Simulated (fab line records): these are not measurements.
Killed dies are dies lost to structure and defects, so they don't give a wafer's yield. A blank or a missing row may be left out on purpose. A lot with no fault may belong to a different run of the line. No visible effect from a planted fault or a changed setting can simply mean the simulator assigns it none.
Comparing a struck lot with a sound one / flow n5_finfet / 15 steps out of a route of 1938
Sound: wafers L205.1, L205.2, L205.4. Struck: wafer L200.4; the same lot's L200.1 was not struck, so it is left out; see the end for the cause.
At each step with rows: each side's tool, then ch and its chambers, then its first start. Under that, the readings that differ: sound wafers / struck wafers / difference of the means / sigmas: that difference in standard deviations of wafers without a fault.
alike: readings whose means differ by less than 2 such deviations, and words and numbers that are the same on both sides. not compared: withheld readings, readings that some wafer has no value for, bounds like >300 that may hide the same value, and numbers for which the record gives no deviation and whose values overlap.
A row with sigmas, a row that says differs or no value, or rows on one side alone: a step with any of these is where the two part. When numbers do not overlap yet have no deviation, they are printed without sigmas and do not part them. Lack of a reading on every wafer of one side parts them only where that side has two or more wafers.

first, 8 steps without rows for these wafers: N5_PASSIVATION_HMDS_37 (time 60 s); N5_PASSIVATION_COAT_38; N5_PASSIVATION_EBR_40; N5_PASSIVATION_SOFTBAKE_39 (time 120 s); N5_PASSIVATION_EXPOSE_41 (exposes mask PASS OPEN, defocus 0 nm, target cd 40000 nm); N5_PASSIVATION_PEB_42; N5_PASSIVATION_DEVELOP_43 (develop time 60 s); N5_PASSIVATION_HARDBAKE_45 (time 120 s).
N5_PASSIVATION_CD_MEAS_44 targets a cd of 40000 nm.
  sound on cd_sem-03 ch 0, day 15 15:13; struck on cd_sem-03 ch 0, day 14 15:36
  alike: cd_nm
N5_PASSIVATION_OVL_MEAS_66:
  sound on overlay-01 ch 0, day 15 15:15; struck on overlay-02 ch 0, day 14 15:38
  alike: PASS_OPEN_OVL
N5_PASSIVATION_INSPECT_67: inspects for defects (macro).
  sound: defect_inspect-02 at day 15 15:16; struck: defect_inspect-01 at day 14 15:39
  alike: raw_defect_count
N5_PASSIVATION_DESCUM_46: chemistry O2, time 7.9 s.
  sound on rie_diel-02 ch 0,2,3, day 15 15:20; struck on rie_diel-04 ch 1, day 14 15:47
reading=bias_power_w (W); sound=20.08 19.94 20.11; struck=19.92; difference=-0.12; sigmas=-2
  alike: drypump_motor_current_A, oes_product_au, rf_vpp_V, showerhead_plenum_p_Torr, throttle_valve_pct
  not compared: rf_hours_counter_h
N5_PASSIVATION_PASS_ETCH_47: etches SiNx in CF4/O2, target depth 770 nm, time 385 s.
  sound on rie_diel-02 ch 0,2,3, day 15 15:22; struck on rie_diel-04 ch 1, day 14 15:50
reading=run_length_s (s); sound=407.6 408.5 408.0; struck=519.5; difference=+111.5; sigmas=+99 or more
reading=model.etch.depth_nm (nm); sound=744.2 773.1 737.9; struck=972.8; difference=+221.1; sigmas=
  alike: drypump_motor_current_A, oes_product_au, rf_vpp_V, showerhead_plenum_p_Torr, throttle_valve_pct
  not compared: rf_hours_counter_h
N5_PASSIVATION_ETCH_54: etches SiO2 in CHF3/O2, target depth 880 nm, time 440 s.
  sound on rie_diel-02 ch 0,2,3, day 15 15:35; struck on rie_diel-04 ch 1, day 14 16:04
reading=throttle_valve_pct (%); sound=19.01 18.82 18.82; struck=18.49; difference=-0.39; sigmas=-2
  alike: drypump_motor_current_A, oes_product_au, rf_vpp_V, showerhead_plenum_p_Torr
  not compared: rf_hours_counter_h
N5_PASSIVATION_PROBE_49:
  rows exist in the record for the struck wafers here (prober-02, day 14 18:59), but not for the sound ones

WHERE THEY PART
Earliest at N5_PASSIVATION_DESCUM_46; latest, in this record, at N5_PASSIVATION_PROBE_49.

WHY: what the simulator had put in
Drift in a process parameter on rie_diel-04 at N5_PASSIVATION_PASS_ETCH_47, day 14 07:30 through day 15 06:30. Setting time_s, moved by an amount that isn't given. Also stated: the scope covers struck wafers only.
